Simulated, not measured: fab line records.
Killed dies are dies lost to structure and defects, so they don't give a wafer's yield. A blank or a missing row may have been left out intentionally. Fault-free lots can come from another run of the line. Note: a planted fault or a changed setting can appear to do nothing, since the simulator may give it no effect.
Lot-split experiment + flow n5Finfet + route with 1938 steps; 7 lots, 39 wafers read

THE SPLIT ITSELF
At N5_DUMMY_GATE_EXPOSE_12 (exposes mask GATE, target cd 25 nm), the setting doseMj was moved away from the recipe's 34 on 18 of the 39 wafers read, by -6.1% to +6.3%. This setting was run at the recipe's value on the other wafers.

FROM THE SPLIT TO THE READING: what the file shows between them, 7 steps
- N5_DUMMY_GATE_PEB_13: peb time 60 s
- N5_DUMMY_GATE_DEVELOP_14: develop time 30 s
- N5_DUMMY_GATE_CD_MEAS_15: target cd 25.8 nm
- N5_DUMMY_GATE_STRIP_38: strips in N2/H2
- N5_DUMMY_GATE_STRIP_39: strips in N2/H2
- N5_DUMMY_GATE_TRIM_49: chemistry O2, time 29 s, target cd 14 nm
- N5_DUMMY_GATE_STRIP_40: strips in CF4

THE READING
cdNm (nm) at N5_DUMMY_GATE_CD_MEAS_50, where the cd target is 14 nm. On this fab line, fault-free wafers typically give 14.1 nm with a standard deviation of 0.31 nm.

| wafer  | tool, chamber at the split | doseMj as run | against the recipe | cdNm, nm | against lot-mates on the recipe |
|--------|----------------------------|---------------|--------------------|----------|---------------------------------|
| L074.1 | euvScanner-02, 0           | 34            | recipe             | 14.2     | -                               |
| L074.2 | euvScanner-02, 0           | 34.98         | +2.9%              | 13.6     | -0.5                            |
| L074.3 | euvScanner-02, 0           | 34            | recipe             | 14.2     | -                               |
| L074.4 | euvScanner-02, 0           | 34.98         | +2.9%              | 13.5     | -0.6                            |
| L074.5 | euvScanner-02, 0           | 34.98         | +2.9%              | 13.8     | -0.3                            |
| L074.6 | euvScanner-02, 0           | 34            | recipe             | 13.9     | -                               |
| L075.1 | euvScanner-02, 0           | 34            | recipe             | 14.2     | -                               |
| L075.2 | euvScanner-02, 0           | 33.2          | -2.4%              | 14.5     | +0.4                            |
| L075.3 | euvScanner-02, 0           | 33.2          | -2.4%              | 14.8     | +0.7                            |
| L075.4 | euvScanner-02, 0           | 34            | recipe             | 14.1     | -                               |
| L075.5 | euvScanner-02, 0           | 34            | recipe             | 14.0     | -                               |
| L075.6 | euvScanner-02, 0           | 33.2          | -2.4%              | 14.4     | +0.3                            |
| L077.1 | euvScanner-01, 0           | 34            | recipe             | 13.7     | -                               |
| L077.2 | euvScanner-01, 0           | 31.92         | -6.1%              | 15.2     | +1.2                            |
| L077.3 | euvScanner-01, 0           | 31.92         | -6.1%              | 15.3     | +1.3                            |
| L077.4 | euvScanner-01, 0           | 31.92         | -6.1%              | 15.7     | +1.7                            |
| L077.5 | euvScanner-01, 0           | 34            | recipe             | 14.1     | -                               |
| L077.6 | euvScanner-01, 0           | 34            | recipe             | 14.2     | -                               |
| L083.1 | euvScanner-01, 0           | 34            | recipe             | 13.9     | -                               |
| L083.2 | euvScanner-01, 0           | 34            | recipe             | 14.5     | -                               |
| L083.3 | euvScanner-01, 0           | 34            | recipe             | 14.2     | -                               |
| L083.4 | euvScanner-01, 0           | 35.76         | +5.2%              | 13.5     | -0.7                            |
| L083.5 | euvScanner-01, 0           | 35.76         | +5.2%              | 12.8     | -1.4                            |
| L083.6 | euvScanner-01, 0           | 35.76         | +5.2%              | 13.0     | -1.2                            |
| L086.1 | euvScanner-02, 0           | 36.14         | +6.3%              | 13.4     | -1.0                            |
| L086.2 | euvScanner-02, 0           | 36.14         | +6.3%              | 13.1     | -1.3                            |
| L086.3 | euvScanner-02, 0           | 34            | recipe             | 14.6     | -                               |
| L086.4 | euvScanner-02, 0           | 34            | recipe             | 14.3     | -                               |
| L086.5 | euvScanner-02, 0           | 34            | recipe             | 14.4     | -                               |
| L086.6 | euvScanner-02, 0           | 36.14         | +6.3%              | 13.5     | -0.9                            |
| L089.2 | euvScanner-01, 0           | 34            | recipe             | 14.5     | -                               |
| L089.4 | euvScanner-01, 0           | 34            | recipe             | 14.0     | -                               |
| L089.5 | euvScanner-01, 0           | 34            | recipe             | 14.2     | -                               |
| L094.1 | euvScanner-02, 0           | 34            | recipe             | 14.2     | -                               |
| L094.2 | euvScanner-02, 0           | 32.3          | -5.0%              | 15.1     | +1.1                            |
| L094.3 | euvScanner-02, 0           | 32.3          | -5.0%              | 14.8     | +0.8                            |
| L094.4 | euvScanner-02, 0           | 32.3          | -5.0%              | 14.9     | +0.9                            |
| L094.5 | euvScanner-02, 0           | 34            | recipe             | 14.1     | -                               |
| L094.6 | euvScanner-02, 0           | 34            | recipe             | 13.8     | -                               |

THE FIT
A straight line over all 39 wafers: cdNm changes by -0.173 nm for each +1% of doseMj; r = -0.93; the points scatter about the line by 0.24 nm.
The same after taking each lot's own level away (the mean of its wafers on the recipe; 39 wafers): -0.197 nm for each +1%; r = -0.96; scatter 0.2 nm.
That fit puts the effect of the largest move of doseMj on the reading at 1.2 nm.
Across the lots, their own levels run from 14.00 to 14.43 nm, a range of 1.4 times the standard deviation given above.
In other words, the slope is changed by the lot-to-lot level; the two fits disagree.
Check: with one of the wafers moved furthest among these (+6.3%) left out of the fit, the line predicts -1.25 nm for it against its lot-mates. It came out at -1.03 nm against them.

OTHER SPLITS APPLIED TO THESE WAFERS
Other splits were also applied to these wafers ahead of the reading. Each is held against what the fit with the lots' levels taken away leaves over:
| other split on the same wafers      | wafers away from the commonest value | r with cdNm (lot level and that fit taken away) |
|-------------------------------------|--------------------------------------|-------------------------------------------------|
| N5_WELL_APT_IMPLANT_15 energyKev    | 15                                   | -0.18                                           |
| N5_WELL_APT_EXPOSE_22 doseMj        | 15                                   | -0.23                                           |
| N5_FIN_CUT_CUT_ETCH_15 targetDepthA | 18                                   | -0.14                                           |

THE WHOLE CHAIN: every reading that the file lists as answering this split, in the file's order
| step                     | what it does                                                   | reading                                                          | change (the file's fit)               | r (the file's) |
|--------------------------|----------------------------------------------------------------|------------------------------------------------------------------|---------------------------------------|----------------|
| N5_DUMMY_GATE_CD_MEAS_15 | target cd 25.8 nm                                              | cdNm                                                             | -0.173 nm for each +1% of the setting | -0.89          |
| N5_DUMMY_GATE_TRIM_49    | chemistry O2, time 29 s, target cd 14 nm                       | DUMMY_GATE.cdNm (the simulator's own value, which no gauge read) | -0.189 nm for each +1% of the setting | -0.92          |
| N5_DUMMY_GATE_CD_MEAS_50 | target cd 14 nm                                                | cdNm                                                             | -0.199 nm for each +1% of the setting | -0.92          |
| N5_DUMMY_GATE_ETCH_44    | etches poly-Si in HBr/O2, stops on SiO2, target depth 127.5 nm | DUMMY_GATE.cdNm (the simulator's own value, which no gauge read) | -0.181 nm for each +1% of the setting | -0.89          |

FILE'S OWN FIT
cdNm changes by -0.199 nm for each +1% of doseMj, r = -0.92.
